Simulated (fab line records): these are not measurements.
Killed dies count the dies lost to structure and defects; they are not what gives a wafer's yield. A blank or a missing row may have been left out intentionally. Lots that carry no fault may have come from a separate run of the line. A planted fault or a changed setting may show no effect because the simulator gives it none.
Matching of chambers + flow n5-finfet + N5_MOL_CONTACT_COAG_ETCH_124 on rie-diel-06: 4 sister chambers
The step etches SiNx in CH3F/O2, stops on SiOC, target depth 6.5 nm. 27 wafers are shown with their chamber, then 12 later ones without.

## WAFERS, EACH WITH ITS CHAMBER
| wafer  | chamber | rf-vpp-V (V) | showerhead-plenum-p-Torr (Torr) | oes-product-au (a.u.) |
|--------|---------|--------------|---------------------------------|-----------------------|
| L075.1 | 3       | 301          | 2.07                            | 0.62                  |
| L075.4 | 2       | 304          | 2.06                            | 0.60                  |
| L075.5 | 0       | 308          | 2.06                            | 0.64                  |
| L078.1 | 3       | 301          | 2.07                            | 0.61                  |
| L078.3 | 2       | 302          | 2.06                            | 0.60                  |
| L078.5 | 2       | 302          | 2.06                            | 0.61                  |
| L079.3 | 2       | 303          | 2.06                            | 0.60                  |
| L079.4 | 1       | 292          | 2.08                            | 0.61                  |
| L079.6 | 0       | 308          | 2.06                            | 0.63                  |
| L084.2 | 2       | 305          | 2.05                            | 0.59                  |
| L084.4 | 3       | 300          | 2.07                            | 0.61                  |
| L084.5 | 1       | 292          | 2.08                            | 0.60                  |
| L085.1 | 0       | 308          | 2.05                            | 0.63                  |
| L085.3 | 1       | 290          | 2.08                            | 0.59                  |
| L085.6 | 3       | 300          | 2.07                            | 0.61                  |
| L086.2 | 0       | 310          | 2.05                            | 0.63                  |
| L086.3 | 2       | 304          | 2.05                            | 0.59                  |
| L086.4 | 1       | 291          | 2.08                            | 0.60                  |
| L087.3 | 0       | 308          | 2.05                            | 0.63                  |
| L087.4 | 3       | 299          | 2.07                            | 0.60                  |
| L087.5 | 2       | 304          | 2.05                            | 0.59                  |
| L088.3 | 3       | 299          | 2.07                            | 0.61                  |
| L088.5 | 1       | 292          | 2.08                            | 0.59                  |
| L088.6 | 0       | 310          | 2.05                            | 0.63                  |
| L091.3 | 2       | 304          | 2.05                            | 0.59                  |
| L091.4 | 3       | 301          | 2.06                            | 0.60                  |
| L091.5 | 2       | 304          | 2.05                            | 0.58                  |

SIGNATURES (means of the wafers above)
| reading                  | chamber 0 | chamber 1 | chamber 2 | chamber 3 | scatter within a chamber |
|--------------------------|-----------|-----------|-----------|-----------|--------------------------|
| rf-vpp-V                 | 308.67    | 291.40    | 303.56    | 300.14    | 0.969                    |
| showerhead-plenum-p-Torr | 2.0533    | 2.0800    | 2.0544    | 2.0686    | 0.00438                  |
| oes-product-au           | 0.6317    | 0.5980    | 0.5944    | 0.6086    | 0.00743                  |
Rule: for a wafer and a chamber, the distance is found by dividing, reading by reading, the gap between the wafer's reading and the chamber's mean by the reading's scatter, squaring, summing and taking the root. The wafer belongs to the nearest chamber; if the next one is less than 2 further off, it can't be placed. The scatter: take each reading less its chamber's mean, square it, sum over the shown wafers, divide by the number of wafers less the number of chambers, and take the root.

## WAFERS WITH NO CHAMBER GIVEN
| wafer  | rf-vpp-V (V) | showerhead-plenum-p-Torr (Torr) | oes-product-au (a.u.) |
|--------|--------------|---------------------------------|-----------------------|
| L092.1 | 299          | 2.06                            | 0.60                  |
| L092.3 | 292          | 2.07                            | 0.59                  |
| L092.6 | 299          | 2.06                            | 0.60                  |
| L094.2 | 309          | 2.05                            | 0.63                  |
| L094.3 | 292          | 2.07                            | 0.59                  |
| L094.6 | 291          | 2.07                            | 0.59                  |
| L096.1 | 300          | 2.06                            | 0.60                  |
| L096.2 | 291          | 2.07                            | 0.59                  |
| L096.4 | 308          | 2.04                            | 0.62                  |
| L097.3 | 292          | 2.07                            | 0.59                  |
| L097.5 | 305          | 2.04                            | 0.58                  |
| L097.6 | 291          | 2.07                            | 0.59                  |

## CHAMBER TAKEN BY EACH
| wafer  | from the rows above     | in truth |
|--------|-------------------------|----------|
| L092.1 | 3                       | 3        |
| L092.3 | 1                       | 1        |
| L092.6 | 3                       | 3        |
| L094.2 | 0                       | 0        |
| L094.3 | 1                       | 1        |
| L094.6 | 1                       | 1        |
| L096.1 | can't be placed: 3 or 2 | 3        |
| L096.2 | 1                       | 1        |
| L096.4 | 0                       | 0        |
| L097.3 | 1                       | 1        |
| L097.5 | 2                       | 2        |
| L097.6 | 1                       | 1        |
Correctly placed: 11 of 12. Can't be placed from these rows: 1 (the true chamber is among the candidates in 1). Placed wrongly: 0.
